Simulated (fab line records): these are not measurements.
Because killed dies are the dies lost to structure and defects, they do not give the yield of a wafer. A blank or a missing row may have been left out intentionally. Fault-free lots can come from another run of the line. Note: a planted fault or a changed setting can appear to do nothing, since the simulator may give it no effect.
Chamber matching	flow nand_harc	NHARC_A_CONTACT_ETCH_75 on rie_diel-05: 4 sister chambers
The step etches the open film in CF4, target depth 39 nm, time 65 s. 4 wafers are shown with their chamber, then 7 later ones without.

== WAFERS WITH THEIR CHAMBER ==
wafer	chamber	showerhead_plenum_p_Torr (Torr)
L076.6	1	1.77
L080.2	0	1.86
L088.2	3	1.82
L088.3	2	1.88

== WAFERS MISSING THEIR CHAMBER ==
wafer	showerhead_plenum_p_Torr (Torr)
L088.4	1.76
L092.1	1.87
L092.2	1.81
L092.5	1.87
L095.1	1.87
L095.2	1.76
L095.4	1.86

== EACH ONE'S CHAMBER ==
wafer	from the rows above	in truth
L088.4	1	1
L092.1	can't be placed: 2 or 0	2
L092.2	3	3
L092.5	can't be placed: 2 or 0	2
L095.1	can't be placed: 2 or 0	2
L095.2	1	1
L095.4	0	0
Correct placement for 4 of the 7. Not placeable from these rows: 3 (in 3, the candidates include the true chamber). 0 placed wrongly.
How it was worked out, from the rows above alone: a wafer's distance from a chamber is the root of the sum, over the readings, of the square of ((its reading less the chamber's mean) divided by the reading's scatter). The wafer belongs to the nearest chamber; if the next one is less than 2 further off, it can't be placed. Each chamber's mean is taken over the wafers shown for it. The scatter: root of mean squared gap, hidden wafer to nearest shown wafer, with one shown wafer a chamber.
